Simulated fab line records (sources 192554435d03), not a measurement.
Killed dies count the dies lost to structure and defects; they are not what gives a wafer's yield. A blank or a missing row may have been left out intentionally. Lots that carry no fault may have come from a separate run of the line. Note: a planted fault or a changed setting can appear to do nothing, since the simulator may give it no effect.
Struck lot and sound lot, side by side + flow n5 finfet + 17 out of 1938 route steps
Sound: these wafers, L208.1, L208.4, L208.6. Wafers struck: L213.4, L213.5, L213.6. At the end, the cause is stated.
Per side, at each step with rows, come the tool, then ch with its chambers, and then its first start. Under that, the readings that differ: sound wafers + struck wafers + difference of the means + sigmas: that difference in standard deviations of wafers without a fault.
alike: words and numbers the same on both sides, and readings whose means are apart by under 2 such deviations; not compared: readings that were withheld, readings missing a value for some wafer, numbers with overlapping values and no deviation given by the record, and bounds like >300 which may hide the same value.
A row with sigmas, a row that says differs or no value, or rows on one side alone: a step with any of these is where the two part. Numbers that don't overlap but have no deviation are shown without sigmas and don't part them. A reading that every wafer of one side lacks parts them only if that side has two wafers or more.

N5_SDB_OVL_MEAS_12:
  sound on overlay-01 ch 0, day 3 15:46; struck on overlay-01 ch 0, day 5 06:01
  alike: SDB_OVL
N5_SDB_INSPECT_13: inspects for defects (brightfield).
  sound on defect inspect-02 at day 3 15:47; struck on defect inspect-01 at day 5 06:02
  alike: raw defect count
N5_SDB_DESCUM_16: chemistry O2, time 7.9 s.
  sound on rie diel-02 ch 0,1, day 3 15:53; struck on rie diel-03 ch 0,1,2, day 5 06:14
  alike: drypump motor current A, oes product au, rf vpp V, showerhead plenum p Torr, throttle valve pct
  not compared: rf hours counter h
then, 1 step without rows for these wafers: N5_SDB_ETCH_17 (etches SiARC in CF4, target depth 23.4 nm, time 39 s).
N5_SDB_ETCH_18: etches SOC in N2/H2, target depth 100 nm, overetch 20 nm, time 150 s.
  sound on rie diel-02 ch 0,1, day 3 15:58; struck on rie diel-03 ch 0,1,2, day 5 06:21
  alike: drypump motor current A, oes product au, rf vpp V, showerhead plenum p Torr, throttle valve pct
  not compared: rf hours counter h
then, 1 step without rows for these wafers: N5_SDB_STRIP_19 (strips in N2/H2).
N5_SDB_STRIP_21: strips in CF4.
  sound on rie diel-02 ch 0,1, day 3 16:06; struck on rie diel-03 ch 0,1,2, day 5 06:26
  alike: drypump motor current A, oes product au, rf vpp V, showerhead plenum p Torr, throttle valve pct
  not compared: rf hours counter h
then, 1 step without rows for these wafers: N5_SDB_HM_OPEN_20 (chemistry CH3F/O2, target SiNx, stops on poly-Si, target depth 24 nm).
N5_SDB_STRIP_22: strips in N2/H2.
  sound on plasma asher-02 ch 0,1, day 3 16:12; struck on plasma asher-02 ch 0,1, day 5 06:34
  alike: drypump motor current A, heater power w, oes product au, strip time to endpoint s
  not compared: rf hours counter h
then, 2 steps without rows for these wafers: N5_SDB_PRECLEAN_23 (cleans in dHF, time 30 s); N5_SDB_DUMMY_REMOVE_24 (chemistry TMAH, target poly-Si, stops on SiO2, target depth 142 nm, time 57 s, rinse time 30 s).
N5_SDB_ETCH_25: etches SiO2 in C4F6/O2, target depth 10 nm, time 3.3 s.
  sound on rie diel-03 ch 0,3, day 3 16:25; struck on rie diel-04 ch 1,2,3, day 5 06:53
| reading                     | sound       | struck      | difference | sigmas |
|-----------------------------|-------------|-------------|------------|--------|
| drypump motor current A (A) | 5.0 4.8 5.0 | 5.7 6.0 6.2 | +1.0       | +2     |
  alike: oes_o_777_au, oes product au, rf vpp V, showerhead plenum p Torr, throttle valve pct
  not compared: rf hours counter h
N5_SDB_CUT_ETCH_26: etches Si in HBr/Cl2/O2, target depth 129.6 nm, bt time 20 s, time 51.8 s.
  sound on rie si-04 ch 0,2,3, day 3 16:31; struck on rie si-03 ch 1,2,3, day 5 06:56
| reading                                 | sound             | struck            | difference | sigmas |
|-----------------------------------------|-------------------|-------------------|------------|--------|
| model.etch.depth nm (nm)                | 135.2 131.8 131.3 | 202.9 207.6 204.5 | +72.2      |        |
| model.SDB.feature depth nm (nm)         | 135.2 131.8 131.2 | 203 207.6 204.4   | +72        |        |
| model.SiNx_of_SDB_HM_DEP_00.thk nm (nm) | 21 20.4 20.6      | 13.2 12.8 11.6    | -8.1       |        |
  alike: drypump motor current A, oes_o_777_au, oes product au, throttle valve pct
  not compared: rf hours counter h
N5_SDB_PRECLEAN_38: cleans in dHF, time 10 s.
  sound on wet bench-03 ch 0,2,7, day 3 16:37; struck on wet bench-03 ch 0,4,6, day 5 07:04
| reading                                 | sound        | struck         | difference | sigmas |
|-----------------------------------------|--------------|----------------|------------|--------|
| model.SiNx_of_SDB_HM_DEP_00.thk nm (nm) | 21 20.4 20.6 | 13.2 12.8 11.6 | -8.1       |        |
then, 1 step without rows for these wafers: N5_SDB_PRECLEAN_39 (cleans in O3/DIW, time 45 s).
-- the record jumps here: 6 days lie between the struck wafers' starts before and after (it left off in module SDB and takes up again in module BEOL_M4, whose first step shown is number 1111 of the route) --
N5_BEOL_M4_RC_MEAS_101:
  sound on prober-02 ch 0, day 8 07:44; struck on prober-01 ch 0, day 11 17:16
  alike: DIBL_N, DIBL_P, IOFF_N, IOFF_P, ION_N, ION_P, SS_N, SS_P, VT_N, VT_P
-- a jump in the record: the struck wafers' starts before and after are 4 days apart (it breaks off in module BEOL_M4 and resumes in module PASSIVATION, where the first step shown is number 1936 of the route) --
N5_PASSIVATION_PROBE_49:
  sound on prober-01 at day 12 22:08; struck on prober-01 at day 16 03:22
  alike: defect limited yield, killed_at_M0_to_M3, killed_at_M4_up, killed at contacts, killed at front end, killed at other, killed dies, killed open, killed short, sort_bin_4_leakage, sort_bin_5_function, sort_bin_6_memory, sort_bin_8_speed, sort n pass

== WHERE THEY PART ==
N5_SDB_ETCH_25 only, going by this record. Later steps at which nothing parts them and some readings are alike: N5_SDB_CUT_ETCH_26, N5_BEOL_M4_RC_MEAS_101, N5_PASSIVATION_PROBE_49.

WHY: the cause the simulator had injected
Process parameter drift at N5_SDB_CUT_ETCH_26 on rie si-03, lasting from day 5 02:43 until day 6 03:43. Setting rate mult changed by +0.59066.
